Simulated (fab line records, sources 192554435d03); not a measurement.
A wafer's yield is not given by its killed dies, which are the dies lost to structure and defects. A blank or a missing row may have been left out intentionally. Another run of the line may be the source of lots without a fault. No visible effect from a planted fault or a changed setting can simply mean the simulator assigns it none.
fab line records	flow n5Finfet
record: lots: 7	wafers: 21
route steps=1938 shown BEOL_M5@1141 BEOL_M6@1204 BEOL_M7@1308
startH: hours from the record's opening day to when the first of the lot's shown wafers began	waitH: time in hours since the lot's previous step	" same as the row above	L1.1+2: one row covering several wafers at once	- either no value or no given start	* or withheld: withheld	< > ~ a bound
route shown NAME@n: names a module that has steps shown in the file, with the first one's number in the route	usual: the fault-free wafers' mean and standard deviation	same: alike in all rows	chamber/n: place in a boat	sites: per-site readings	_std_site: standard deviation of those values	_edge_site: the outer-site mean with the inner-site mean subtracted	radiusMm: how far each site lies from the wafer's centre	mask NAME#n: copy n	behind: the most recent tool/chamber to have shaped the wafer	hold: reason for holding the lot/hours on hold/outcome of the hold	device: the transistor (n, p or np) that didn't switch	end of line: the route-end tests of the same wafers	for a step that has no rows: nothing shown but its recipe	killed: the dies lost at the first sort to structure and to defects; this is not the yield of the wafer	map: dies across one wafer; x = killed, . = not, _ = none there
set.NAME: setting as actually run; set.NAME@STEP: the setting as run at that earlier step	model.NAME: the simulator's own value behind a step, which no gauge read
lots whose settings were changed on purpose; a table a step, a row a wafer
== steps ==
step: N5_BEOL_M5_COAT_74
recipe: resist: underlayer	tempC: 205	timeS: 60	spinRpm: 1500	resistThkNm: 5
lot.wafer	tool	chamber	startH	waitH	set.spinRpm
L074.2+6	lithoTrack-01	0	-	-	1500
L074.4	"	0	"	"	1412
L077.1+4	lithoTrack-05	0	-	-	1500
L077.2	"	0	"	"	1589
L078.2+3	lithoTrack-04	0	-	-	1500
L078.6	"	0	"	"	1600
L087.1+2+6	lithoTrack-01	0	-	-	1500
L089.4+5	lithoTrack-04	0	-	-	1567
L089.6	"	0	"	"	1500
L091.2	lithoTrack-01	0	-	-	1500
L091.5+6	"	0	"	"	1576
L090.1+6	lithoTrack-05	0	-	-	1500
L090.4	"	0	"	"	1387
step: N5_BEOL_M5_COAT_22
recipe: resist: CAR-EUV	spinRpm: 1500	resistThkNm: 30
step: N5_BEOL_M5_EBR_24
recipe: solvent: PGMEA	ebrWidthMm: 1.5
step: N5_BEOL_M5_DESCUM_33
recipe: chemistry: O2	timeS: 7	sourcePowerW: 50	biasPowerW: 20	pressureMtorr: 20	rfFrequencyHz: 2.712e+07	tempC: 40	resist: CAR-EUV	o2FlowSccm: 225
step: N5_BEOL_M5_ETCH_75
recipe: chemistry: N2/H2	target: underlayer	targetDepthA: 65	maskMaterial: CAR-EUV	timeS: 5.2	ionEnergyEv: 200	pressureMtorr: 30	sourceW: 840	biasW: 150	n2FlowSccm: 200	h2FlowSccm: 200	ends: cleared
lot.wafer	tool	chamber	startH	waitH	set.spinRpm@BEOL_M5_COAT_74	model.etch.depthNm
L074.2	rieDiel-01	3	167.41	0.0	1500	5.012
L074.4	"	3	"	"	1412	5.158
L074.6	"	2	"	"	1500	5.029
L077.1	rieDiel-01	3	185.06	0.0	1500	4.975
L077.2	"	2	"	"	1589	4.83
L077.4	"	0	"	"	1500	4.981
L078.2	rieDiel-03	2	193.44	0.0	1500	5.037
L078.3	"	1	"	"	1500	5.031
L078.6	"	2	"	"	1600	4.869
L087.1+2	rieDiel-06	3,2	252.04	0.0	1500	4.997
L087.6	"	1	"	"	1500	4.983
L089.4	rieDiel-06	3	257.92	0.0	1567	4.878
L089.5	"	0	"	"	1567	4.883
L089.6	"	1	"	"	1500	4.98
L091.2	rieDiel-03	3	274.98	0.0	1500	4.992
L091.5	"	0	"	"	1576	4.877
L091.6	"	3	"	"	1576	4.868
L090.1	rieDiel-03	1	285.71	0.0	1500	5.016
L090.4	"	3	"	"	1387	5.212
L090.6	"	0	"	"	1500	5.002
step: N5_BEOL_M5_ETCH_67
recipe: chemistry: CF4	target: SiARC	targetDepthA: 156	maskMaterial: CAR-EUV	timeS: 26	ionEnergyEv: 80	pressureMtorr: 40	sourceW: 545	biasW: 36	Ar_flow_sccm: 100	cf4FlowSccm: 100	ends: cleared
lot.wafer	tool	chamber	startH	waitH	set.spinRpm@BEOL_M5_COAT_66	model.etch.depthNm
L074.2	rieDiel-01	3	167.42	0.0	1500	11.97
L074.4	"	3	"	"	1500	12
L074.6	"	2	"	"	1456	12.23
L077.1	rieDiel-01	3	185.08	0.0	1500	11.99
L077.2+4	"	2,0	"	"	1500	11.97
L078.2	rieDiel-03	2	193.46	0.0	1500	11.97
L078.3	"	1	"	"	1500	12.01
L078.6	"	2	"	"	1500	12
L087.1	rieDiel-06	3	252.06	0.0	1500	11.96
L087.2	"	2	"	"	1500	11.93
L087.6	"	1	"	"	1500	12
L089.4	rieDiel-06	3	257.94	0.0	1339	12.73
L089.5	"	0	"	"	1500	12.02
L089.6	"	1	"	"	1500	12.03
L091.2	rieDiel-03	3	275.00	0.0	1500	11.94
L091.5	"	0	"	"	1340	12.64
L091.6	"	3	"	"	1500	11.96
L090.1	rieDiel-03	1	285.73	0.0	1500	12
L090.4	"	3	"	"	1602	11.59
L090.6	"	0	"	"	1602	11.57
step: N5_BEOL_M5_ETCH_68
recipe: chemistry: N2/H2	target: SOC	targetDepthA: 800	overetchA: 160	maskMaterial: SiARC	tempC: 40	timeS: 120	ionEnergyEv: 200	pressureMtorr: 30	sourceW: 840	biasW: 150	n2FlowSccm: 200	h2FlowSccm: 200
lot.wafer	tool	chamber	startH	waitH	set.spinRpm@BEOL_M5_COAT_66	model.SiARC_of_BEOL_M5_COAT_66.thkNm
L074.2+4	rieDiel-01	3	167.45	0.0	1500	6.4
L074.6	"	2	"	"	1456	6.6
L077.1	rieDiel-01	3	185.11	0.0	1500	6.4
L077.2	"	2	"	"	1500	6.6
L077.4	"	0	"	"	1500	6.8
L078.2+3+6	rieDiel-03	2,1,2	193.48	0.0	1500	6.4
L087.1	rieDiel-06	3	252.09	0.0	1500	6.2
L087.2	"	2	"	"	1500	6
L087.6	"	1	"	"	1500	6.6
L089.4	rieDiel-06	3	257.97	0.0	1339	7.2
L089.5	"	0	"	"	1500	6.4
L089.6	"	1	"	"	1500	6.6
L091.2+6	rieDiel-03	3	275.02	0.0	1500	6.2
L091.5	"	0	"	"	1340	7.2
L090.1	rieDiel-03	1	285.76	0.0	1500	6.4
L090.4	"	3	"	"	1602	5.8
L090.6	"	0	"	"	1602	6.2
step: N5_BEOL_M6_EXPOSE_08
recipe: maskId: M6	na: 1.35	sourceShape: dipole	sigmaInner: 0.817	sigmaOuter: 0.97	polarization: te	doseMj: 68.25
lot.wafer	tool	chamber	startH	waitH	mask	set.doseMj
L074.2+4	arfiScanner-02	0	176.45	-	M6#0	64.46
L074.6	"	0	"	"	M6#0	68.25
L077.1	arfiScanner-02	0	194.04	-	M6#0	68.25
L077.2+4	"	0	"	"	M6#0	66.02
L078.2+3	arfiScanner-02	0	201.91	-	M6#0	68.25
L078.6	"	0	"	"	M6#0	65.97
L087.1+2+6	arfiScanner-01	0	263.73	-	M6#0	68.25
L089.4+6	arfiScanner-03	0	269.62	-	M6#0	66.95
L089.5	"	0	"	"	M6#0	68.25
L091.2+6	arfiScanner-03	0	286.03	-	M6#0	65.12
L091.5	"	0	"	"	M6#0	68.25
L090.1+6	arfiScanner-02	0	296.04	-	M6#0	68.25
L090.4	"	0	"	"	M6#0	64.77
step: N5_BEOL_M6_PEB_09
recipe: pebTempC: withheld	pebTimeS: 60	resist: CAR-ArF
step: N5_BEOL_M6_DEVELOP_10
recipe: developTimeS: 30	developer: TMAH	resist: CAR-ArF	rinseLiquid: diw	dry: airSpin	devTempC: 23
step: N5_BEOL_M6_CD_MEAS_11
recipe: targetCdNm: 38.5	landingEnergyEv: 500	detector: seInlens	polarity: opening
usual: cdNm: 38.4/0.51
lot.wafer	tool	chamber	startH	waitH	set.doseMj@BEOL_M6_EXPOSE_08	cdNm
L074.2	cdSem-01	0	176.57	-	64.46	34.4
L074.4	"	0	"	"	64.46	35.5
L074.6	"	0	"	"	68.25	37.5
L077.1	cdSem-01	0	194.17	-	68.25	38.2
L077.2	"	0	"	"	66.02	36.9
L077.4	"	0	"	"	66.02	37.8
L078.2	cdSem-02	0	202.03	-	68.25	38.0
L078.3	"	0	"	"	68.25	37.7
L078.6	"	0	"	"	65.97	36.2
L087.1	cdSem-02	0	263.86	-	68.25	39.0
L087.2	"	0	"	"	68.25	37.5
L087.6	"	0	"	"	68.25	37.6
L089.4	cdSem-02	0	269.73	-	66.95	38.3
L089.5	"	0	"	"	68.25	37.8
L089.6	"	0	"	"	66.95	37.6
L091.2	cdSem-03	0	286.15	-	65.12	35.8
L091.5	"	0	"	"	68.25	38.5
L091.6	"	0	"	"	65.12	36.8
L090.1	cdSem-01	0	296.17	-	68.25	37.8
L090.4	"	0	"	"	64.77	35.5
L090.6	"	0	"	"	68.25	37.8
step: N5_BEOL_M6_DESCUM_16
recipe: chemistry: O2	timeS: 7.9	sourcePowerW: 50	biasPowerW: 20	pressureMtorr: 20	rfFrequencyHz: 2.712e+07	tempC: 40	resist: CAR-ArF	o2FlowSccm: 225
step: N5_BEOL_M6_ETCH_61
recipe: chemistry: CF4	target: SiARC	targetDepthA: 455	maskMaterial: CAR-ArF	timeS: 75.8	ionEnergyEv: 80	pressureMtorr: 40	sourceW: 545	biasW: 36	Ar_flow_sccm: 100	cf4FlowSccm: 100	ends: cleared
lot.wafer	tool	chamber	startH	waitH	set.doseMj@BEOL_M6_EXPOSE_08	model.BEOL_M6.cdOffsetNm
L074.2	rieDiel-02	2	176.69	0.0	64.46	-4.2
L074.4	"	0	"	"	64.46	-3
L074.6	"	2	"	"	68.25	-1.2
L077.1	rieDiel-02	1	194.59	0.0	68.25	0
L077.2	"	2	"	"	66.02	-1.8
L077.4	"	3	"	"	66.02	-0.6
L078.2	rieDiel-05	1	202.16	0.0	68.25	-0.6
L078.3	"	0	"	"	68.25	-0.8
L078.6	"	2	"	"	65.97	-2.8
L087.1	rieDiel-04	0	264.05	0.0	68.25	0.4
L087.2	"	3	"	"	68.25	-1.2
L087.6	"	0	"	"	68.25	-0.4
L089.4	rieDiel-04	2	269.85	0.0	66.95	-0.2
L089.5	"	0	"	"	68.25	-0.2
L089.6	"	3	"	"	66.95	-0.8
L091.2	rieDiel-04	1	286.27	0.0	65.12	-3
L091.5	"	3	"	"	68.25	-0.4
L091.6	"	2	"	"	65.12	-2
L090.1	rieDiel-04	3	296.75	0.0	68.25	-1.2
L090.4	"	2	"	"	64.77	-3
L090.6	"	3	"	"	68.25	-0.4
step: N5_BEOL_M6_ETCH_62
recipe: chemistry: N2/H2	target: SOC	targetDepthA: 1100	overetchA: 220	maskMaterial: SiARC	tempC: 40	timeS: 165	ionEnergyEv: 200	pressureMtorr: 30	sourceW: 840	biasW: 150	n2FlowSccm: 200	h2FlowSccm: 200
lot.wafer	tool	chamber	startH	waitH	set.doseMj@BEOL_M6_EXPOSE_08	model.BEOL_M6.cdOffsetNm
L074.2	rieDiel-02	2	176.75	0.0	64.46	-4.4
L074.4	"	0	"	"	64.46	-3
L074.6	"	2	"	"	68.25	-1.4
L077.1	rieDiel-02	3	194.65	0.0	68.25	-0.4
L077.2	"	0	"	"	66.02	-1.6
L077.4	"	2	"	"	66.02	-0.8
L078.2+3	rieDiel-05	1,0	202.21	0.0	68.25	-0.8
L078.6	"	2	"	"	65.97	-2.6
L087.1	rieDiel-04	0	264.10	0.0	68.25	0.4
L087.2	"	3	"	"	68.25	-1.4
L087.6	"	0	"	"	68.25	-0.4
L089.4	rieDiel-04	2	269.91	0.0	66.95	-0.6
L089.5	"	0	"	"	68.25	-0.2
L089.6	"	3	"	"	66.95	-0.8
L091.2	rieDiel-04	1	286.33	0.0	65.12	-2.6
L091.5	"	3	"	"	68.25	-0.2
L091.6	"	2	"	"	65.12	-2.2
L090.1	rieDiel-04	3	296.80	0.0	68.25	-1.4
L090.4	"	2	"	"	64.77	-3.2
L090.6	"	3	"	"	68.25	-0.6
step: N5_BEOL_M6_STRIP_68
recipe: chemistry: N2/H2	tempC: 40	n2FlowSccm: 200	h2FlowSccm: 200	rfFrequencyHz: 6e+07
step: N5_BEOL_M6_STRIP_67
recipe: chemistry: CF4	resist: SiARC	powerW: 300	biasPowerW: 75	pressureMtorr: 50	cf4FlowSccm: 150	rfFrequencyHz: 6e+07
step: N5_BEOL_M6_HM_OPEN_17
recipe: chemistry: Cl2/BCl3	targetDepthA: 200	overetchA: 60	target: TiN	maskMaterial: SOC	ionEnergyEv: 150	pressureMtorr: 10	icpW: 1000	biasW: 126	Cl2_flow_sccm: 53.25	bcl3FlowSccm: 21.75	Ar_flow_sccm: 25
step: N5_BEOL_M6_STRIP_19
recipe: chemistry: O2	powerW: 400	tempC: 40	pressureMtorr: 30	rfFrequencyHz: 6e+07	biasPowerW: 0	overashFraction: 0.2	o2FlowSccm: 225
step: N5_BEOL_M6_CD_MEAS_18
recipe: pitchNm: 80	targetCdNm: 40
usual: cdNm: 39.8/0.67
lot.wafer	tool	chamber	startH	waitH	set.doseMj@BEOL_M6_EXPOSE_08	cdNm
L074.2	cdSem-01	-	177.15	0.1	64.46	35.6
L074.4	"	-	"	"	64.46	36.6
L074.6	"	-	"	"	68.25	38.4
L077.1	cdSem-02	-	195.01	0.0	68.25	39.7
L077.2	"	-	"	"	66.02	38.7
L077.4	"	-	"	"	66.02	39.3
L078.2	cdSem-01	-	202.58	0.1	68.25	38.9
L078.3	"	-	"	"	68.25	39.2
L078.6	"	-	"	"	65.97	37.6
L087.1	cdSem-01	-	264.47	0.0	68.25	40.1
L087.2	"	-	"	"	68.25	38.5
L087.6	"	-	"	"	68.25	40.1
L089.4	cdSem-03	-	270.36	0.1	66.95	39.7
L089.5	"	-	"	"	68.25	39.9
L089.6	"	-	"	"	66.95	39.4
L091.2	cdSem-01	-	286.79	0.1	65.12	37.2
L091.5	"	-	"	"	68.25	40.0
L091.6	"	-	"	"	65.12	37.9
L090.1	cdSem-01	-	297.34	0.0	68.25	38.4
L090.4	"	-	"	"	64.77	36.9
L090.6	"	-	"	"	68.25	39.3
step: N5_BEOL_M6_COAT_22
recipe: resist: CAR-EUV	spinRpm: 1500	resistThkNm: 30
lot.wafer	tool	chamber	startH	waitH	set.spinRpm	model.CAR-EUV_of_BEOL_M6_COAT_22.thkNm
L074.2+4	lithoTrack-02	0	-	-	1500	30
L074.6	"	0	"	"	1500	29.8
L077.1+2	lithoTrack-04	0	-	-	1500	30.2
L077.4	"	0	"	"	1375	31.4
L078.2	lithoTrack-02	0	-	-	1500	29.8
L078.3	"	0	"	"	1615	28.8
L078.6	"	0	"	"	1615	28.6
L087.1+6	lithoTrack-03	0	-	-	1500	30
L087.2	"	0	"	"	1500	30.2
L089.4+5	lithoTrack-03	0	-	-	1338	31.8
L089.6	"	0	"	"	1500	30
L091.2	lithoTrack-02	0	-	-	1439	30.6
L091.5	"	0	"	"	1500	30
L091.6	"	0	"	"	1500	29.8
L090.1+4	lithoTrack-02	0	-	-	1564	29.4
L090.6	"	0	"	"	1500	30
step: N5_BEOL_M6_EBR_24
recipe: solvent: PGMEA	ebrWidthMm: 1.5
step: N5_BEOL_M6_SOFTBAKE_23
recipe: tempC: 110	timeS: 60	resist: CAR-EUV
step: N5_BEOL_M6_EXPOSE_25
recipe: maskId: V5	na: 0.33	sourceShape: annular	sigmaInner: 0.4	sigmaOuter: 0.8	polarization: unpolarized	targetCdNm: 40	doseMj: 45
step: N5_BEOL_M6_PEB_26
recipe: pebTempC: 100	pebTimeS: 60	resist: CAR-EUV
step: N5_BEOL_M6_DEVELOP_27
recipe: developTimeS: 30	developer: TMAH	resist: CAR-EUV	rinseLiquid: surfactantRinse	dry: airSpin	devTempC: 23
lot.wafer	tool	chamber	startH	waitH	set.spinRpm@BEOL_M6_COAT_22	model.CAR-EUV_of_BEOL_M6_COAT_22.thkNm
L074.2	lithoTrack-03	0	-	-	1500	29.6
L074.4+6	"	0	"	"	1500	29.4
L077.1	lithoTrack-02	0	-	-	1500	29.6
L077.2	"	0	"	"	1500	29.8
L077.4	"	0	"	"	1375	31
L078.2	lithoTrack-04	0	-	-	1500	29.4
L078.3	"	0	"	"	1615	28.4
L078.6	"	0	"	"	1615	28.2
L087.1+2+6	lithoTrack-02	0	-	-	1500	29.6
L089.4+5	lithoTrack-03	0	-	-	1338	31.4
L089.6	"	0	"	"	1500	29.4
L091.2	lithoTrack-04	0	-	-	1439	30
L091.5+6	"	0	"	"	1500	29.4
L090.1	lithoTrack-04	0	-	-	1564	28.8
L090.4	"	0	"	"	1564	29
L090.6	"	0	"	"	1500	29.4
step: N5_BEOL_M6_PRECLEAN_42
recipe: chemistry: residueRemover	timeS: 60	tempC: 40
step: N5_BEOL_M6_SRD_43
recipe: timeS: 30	tempC: 23	rinseLiquid: diw	dry: ipaMarangoni
step: N5_BEOL_M6_CD_MEAS_35
recipe: targetCdNm: 40	targetCdYNm: 28	polarity: opening
usual: cdNm: 39.8/0.62
lot.wafer	tool	chamber	startH	waitH	set.doseMj@BEOL_M6_EXPOSE_08	cdNm
L074.2	cdSem-02	-	178.93	0.0	64.46	35.8
L074.4	"	-	"	"	64.46	36.8
L074.6	"	-	"	"	68.25	38.9
L077.1	cdSem-01	-	196.35	0.0	68.25	39.4
L077.2	"	-	"	"	66.02	38.4
L077.4	"	-	"	"	66.02	39.7
L078.2	cdSem-02	-	203.72	0.0	68.25	39.2
L078.3	"	-	"	"	68.25	39.1
L078.6	"	-	"	"	65.97	37.7
L087.1	cdSem-02	-	266.15	0.0	68.25	40.3
L087.2	"	-	"	"	68.25	39.1
L087.6	"	-	"	"	68.25	39.7
L089.4	cdSem-01	-	271.88	0.0	66.95	39.6
L089.5	"	-	"	"	68.25	39.8
L089.6	"	-	"	"	66.95	39.0
L091.2	cdSem-03	-	288.45	0.0	65.12	37.8
L091.5	"	-	"	"	68.25	39.9
L091.6	"	-	"	"	65.12	37.6
L090.1	cdSem-03	-	299.42	0.0	68.25	38.9
L090.4	"	-	"	"	64.77	36.7
L090.6	"	-	"	"	68.25	39.2
step: N5_BEOL_M7_TRENCH_ETCH_37
recipe: chemistry: C4F6/O2	targetDepthA: 934.78	target: SiCOH_lowk	timeS: 31.2	ionEnergyEv: 250	pressureMtorr: 30	sourceW: 345	biasW: 185	Ar_flow_sccm: 300	C4F6_flow_sccm: 10	O2_flow_sccm: 10
lot.wafer	tool	chamber	startH	waitH	set.timeS	model.etch.depthNm	model.BEOL_M7.featureDepthNm
L074.2	rieDiel-06	0	-	-	31.2	94.19	94.2
L074.4	"	2	"	"	31.2	93.67	93.6
L074.6	"	1	"	"	31.2	92.61	92.6
L077.1	rieDiel-06	1	-	-	33.96	100.1	100
L077.2	"	3	"	"	31.2	95.85	95.8
L077.4	"	0	"	"	33.96	103.2	103.2
L078.2	rieDiel-03	2	-	-	33.89	97.76	97.8
L078.3	"	1	"	"	31.2	91.68	91.6
L078.6	"	3	"	"	33.89	103.1	103
L087.1	rieDiel-01	2	-	-	31.2	92.79	92.8
L087.2	"	1	"	"	31.2	96.18	96.2
L087.6	"	2	"	"	31.2	92	92
L089.4	rieDiel-03	3	-	-	36.77	111.2	111.2
L089.5	"	0	"	"	31.2	91.18	91.2
L089.6	"	3	"	"	31.2	94.8	94.8
L091.2	rieDiel-03	0	-	-	25.69	75.02	75
L091.5	"	3	"	"	31.2	94.07	94
L091.6	"	0	"	"	31.2	90.71	90.8
L090.1	rieDiel-03	0	-	-	31.2	90.54	90.6
L090.4	"	2	"	"	35.56	102.8	102.8
L090.6	"	0	"	"	35.56	103.9	104
== key ==
split: step: N5_BEOL_M5_COAT_74	setting: spinRpm	stated: 1500	by: wafer
response: step: N5_BEOL_M5_ETCH_75	reading: model.etch.depthNm	change: -0.0248	per: 1%	r: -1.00
split: step: N5_BEOL_M6_EXPOSE_08	setting: doseMj	stated: 68.25	by: wafer
response: step: N5_BEOL_M6_CD_MEAS_11	reading: cdNm	change: +0.427	per: 1%	r: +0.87
response: step: N5_BEOL_M6_ETCH_61	reading: model.BEOL_M6.cdOffsetNm	change: +0.442	per: 1%	r: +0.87
response: step: N5_BEOL_M6_ETCH_62	reading: model.BEOL_M6.cdOffsetNm	change: +0.423	per: 1%	r: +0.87
response: step: N5_BEOL_M6_CD_MEAS_18	reading: cdNm	change: +0.4	per: 1%	r: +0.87
response: step: N5_BEOL_M6_CD_MEAS_35	reading: cdNm	change: +0.417	per: 1%	r: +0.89
split: step: N5_BEOL_M6_COAT_22	setting: spinRpm	stated: 1500	by: wafer
response: step: N5_BEOL_M6_COAT_22	reading: model.CAR-EUV_of_BEOL_M6_COAT_22.thkNm	change: -0.155	per: 1%	r: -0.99
response: step: N5_BEOL_M6_DEVELOP_27	reading: model.CAR-EUV_of_BEOL_M6_COAT_22.thkNm	change: -0.163	per: 1%	r: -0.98
split: step: N5_BEOL_M7_TRENCH_ETCH_37	setting: timeS	stated: 31.2	by: wafer
response: step: N5_BEOL_M7_TRENCH_ETCH_37	reading: model.etch.depthNm	change: +0.958	per: 1%	r: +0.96
response: step: N5_BEOL_M7_TRENCH_ETCH_37	reading: model.BEOL_M7.featureDepthNm	change: +0.959	per: 1%	r: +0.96
split outsideThisFile step=N5_BEOL_M5_COAT_66 setting=spinRpm
split outsideThisFile: this setting was split too, and the file shows its column; the key of that split is in another file
